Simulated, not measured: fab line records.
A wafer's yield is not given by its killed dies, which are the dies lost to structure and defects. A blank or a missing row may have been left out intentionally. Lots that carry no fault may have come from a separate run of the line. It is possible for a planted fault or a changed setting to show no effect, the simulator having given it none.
A struck lot beside a sound one ; flow nand harc ; 38 out of 1302 route steps
Sound: wafers L194.1, L194.5, L194.6. Struck: wafer L198.5 (left out: L198.4, a lot-mate that was not struck); the cause follows at the end.
At each step with rows: each side's tool, then ch and its chambers, then its first start. Under that, the readings that differ: sound wafers ; struck wafers ; difference of the means ; sigmas: that difference in standard deviations of wafers without a fault.
alike: readings with means less than 2 such deviations apart, plus words and numbers identical on both sides. not compared: withheld readings, readings lacking a value on some wafer, bounds such as >300 that could conceal the same value, and numbers that have no deviation in the record and whose values overlap.
Wherever a step has rows on one side only, a row that says differs or no value, or a row with sigmas, the two part there. Non-overlapping numbers with no deviation appear without sigmas and do not part them. A reading missing from all wafers of one side parts the sides only when that side holds two or more wafers.

first, 10 steps without rows for these wafers: NHARC_A_CHANNEL_HOLE_D2_DEP_00 (deposits aC, target thk 3100 nm); NHARC_A_CHANNEL_HOLE_D2_DEP_01 (deposits SiON, target thk 140 nm); NHARC_A_CHANNEL_HOLE_D2_DEHYDRATE_02 (time 120 s); NHARC_A_CHANNEL_HOLE_D2_HMDS_03 (time 30 s); NHARC_A_CHANNEL_HOLE_D2_COAT_36 (time 75 s); NHARC_A_CHANNEL_HOLE_D2_COAT_37 (time 65 s); NHARC_A_CHANNEL_HOLE_D2_COAT_04 (resist thk 90 nm); NHARC_A_CHANNEL_HOLE_D2_SOFTBAKE_05 (time 55 s); NHARC_A_CHANNEL_HOLE_D2_EBR_06; NHARC_A_CHANNEL_HOLE_D2_EXPOSE_07 (exposes mask HOLE D2, target cd 100 nm).
NHARC_A_CHANNEL_HOLE_D2_PEB_08: peb time 65 s.
  sound on litho track-01 ch 0, day 15 11:22; struck on litho track-01 ch 0, day 16 20:34
  alike: resist line temp C
then, 1 step without rows for these wafers: NHARC_A_CHANNEL_HOLE_D2_DEVELOP_09 (develop time 35 s).
NHARC_A_CHANNEL_HOLE_D2_CD_MEAS_10 targets a cd of 100 nm.
  sound on cd sem-01 ch 0, day 15 11:27; struck on cd sem-01 ch 0, day 16 20:38
reading;sound;struck;difference;sigmas
cd nm (nm);100.3 99.6 99.6;106.4;+6.6;+13
NHARC_A_CHANNEL_HOLE_D2_DESCUM_15: chemistry O2, time 3 s.
  sound on rie diel-02 ch 2,3, day 15 11:38; struck on rie diel-07 ch 1, day 16 20:50
reading;sound;struck;difference;sigmas
rf vpp V (V);57.9 55.5 58.4;59.5;+2.2;+2
model.A_CHANNEL_HOLE_D2.cd nm (nm);99.83 100.4 99.16;106;+6;
  alike: drypump motor current A, oes product au, showerhead plenum p Torr, throttle valve pct
  not compared: rf hours counter h
then, 16 steps without rows for these wafers: NHARC_A_CHANNEL_HOLE_D2_ETCH_38 (etches the open film in CF4, target depth 39 nm, time 65 s); NHARC_A_CHANNEL_HOLE_D2_ETCH_39 (etches the open film in N2/H2, target depth 260 nm, time 325 s); NHARC_A_CHANNEL_HOLE_D2_ETCH_34 (etches the open film in CF4/CHF3, target depth 154 nm, time 77 s); NHARC_A_CHANNEL_HOLE_D2_ETCH_16 (etches the open film in O2/COS, target depth 3100 nm, time 806 s); NHARC_A_CHANNEL_HOLE_D2_ETCH_19 (etches the open film in C4F8/O2/Ar, time 34.5 s); NHARC_A_CHANNEL_HOLE_D2_ETCH_20 (etches the open film in C4F8/O2/Ar, time 361.9 s, target depth 1600 nm); NHARC_A_CHANNEL_HOLE_D2_ETCH_21 (etches the open film in C4F8/O2/Ar, time 514.3 s, target depth 1600 nm); NHARC_A_CHANNEL_HOLE_D2_ETCH_22 (etches the open film in C4F8/O2/Ar, time 666.7 s, target depth 1600 nm); NHARC_A_CHANNEL_HOLE_D2_ETCH_23 (etches the open film in C4F8/O2/Ar, time 819 s, target depth 1600 nm); NHARC_A_CHANNEL_HOLE_D2_ETCH_24 (etches the open film in C4F8/O2/Ar, time 906.2 s, target depth 1500 nm); NHARC_A_CHANNEL_HOLE_D2_ETCH_25 (etches the open film in C4F8/O2/Ar, time 1040.2 s, target depth 1500 nm); NHARC_A_CHANNEL_HOLE_D2_ETCH_26 (etches the open film in C4F8/O2/Ar, time 224.1 s, target depth 300 nm); NHARC_A_CHANNEL_HOLE_D2_ETCH_27 (etches the open film in C4F8/O2/Ar, time 90 s, target depth 400 nm); NHARC_A_CHANNEL_HOLE_D2_STRIP_41 (strips in N2/H2); NHARC_A_CHANNEL_HOLE_D2_STRIP_42 (strips in CF4/CHF3); NHARC_A_CHANNEL_HOLE_D2_STRIP_43 (strips in O2/COS).
NHARC_A_CHANNEL_HOLE_D2_ETCH_44: etches the open film in CF4/O2, target depth 140 nm, overetch 14 nm, time 77 s.
  sound on rie diel-13 ch 0,1,2, day 15 18:02; struck on rie diel-07 ch 3, day 17 06:02
reading;sound;struck;difference;sigmas
oes product au (a.u.);1.007 1.003 1.003;0.975;-0.029;-3
throttle valve pct (%);13.408 13.384 13.407;13.378;-0.022;-2
model.A_CHANNEL_HOLE_D2.cd nm (nm);90.51 88.9 90.57;96.58;+6.59;
  alike: drypump motor current A, rf vpp V, showerhead plenum p Torr
  not compared: rf hours counter h
then, 3 steps without rows for these wafers: NHARC_A_CHANNEL_HOLE_D2_STRIP_28 (strips in O2); NHARC_A_CHANNEL_HOLE_D2_PRECLEAN_29 (cleans in SC1); NHARC_A_CHANNEL_HOLE_D2_SRD_30.
NHARC_A_CHANNEL_HOLE_D2_CD_MEAS_31:
  sound on cd sem-01 at day 15 18:49; struck on cd sem-01 at day 17 06:52
reading;sound;struck;difference;sigmas
cd nm (nm);90.3 88.9 89.5;96.9;+7.3;+5
NHARC_A_CHANNEL_HOLE_D2_XSEM_32:
  sound on xsem-01 ch 0, day 15 18:54; struck on xsem-01 ch 0, day 17 06:58
reading;sound;struck;difference;sigmas
bot cd nm (nm);75.7 73.1 74.4;81.7;+7.3;+5
  alike: bow nm, tilt deg
-- break in the record here, with 11 days between the starts of the struck wafers on either side (left off in module A_CHANNEL_HOLE_D2, picked up again in module END, where the first step shown is number 1301 on the route) --
NHARC_END_WLT_00:
  sound on prober-02 at day 27 00:00; struck on prober-02 at day 28 01:01
reading;sound;struck;difference;sigmas
VT_DECK1_BOTTOM;0.880 0.882 0.872;0.852;-0.026;-3
VT_DECK1_MIDDLE;0.890 0.886 0.883;0.863;-0.023;-3
VT_DECK2_MEDIAN_NEAR_BOTTOM;0.867 0.871 0.869;0.890;+0.021;+3
VT_DECK2_MIDDLE;0.885 0.886 0.876;0.899;+0.017;+2
  alike: VT_DECK1_BOTTOM_INNER, VT_DECK1_MEDIAN_NEAR_BOTTOM, VT_DECK1_MEDIAN_NEAR_BOTTOM_INNER, VT_DECK1_MIDDLE_INNER, VT_DECK1_TOP, VT_DECK1_TOP_INNER, VT_DECK2_BOTTOM, VT_DECK2_BOTTOM_INNER, VT_DECK2_MEDIAN_NEAR_BOTTOM_INNER, VT_DECK2_MIDDLE_INNER, VT_DECK2_TOP, VT_DECK2_TOP_INNER
next, for these wafers, 1 step has no rows: NHARC_END_SORT_01.

WHERE THEY PART
Last at NHARC_END_WLT_00 as far as this record goes, first at NHARC_A_CHANNEL_HOLE_D2_CD_MEAS_10.

WHY: what the simulator had put in
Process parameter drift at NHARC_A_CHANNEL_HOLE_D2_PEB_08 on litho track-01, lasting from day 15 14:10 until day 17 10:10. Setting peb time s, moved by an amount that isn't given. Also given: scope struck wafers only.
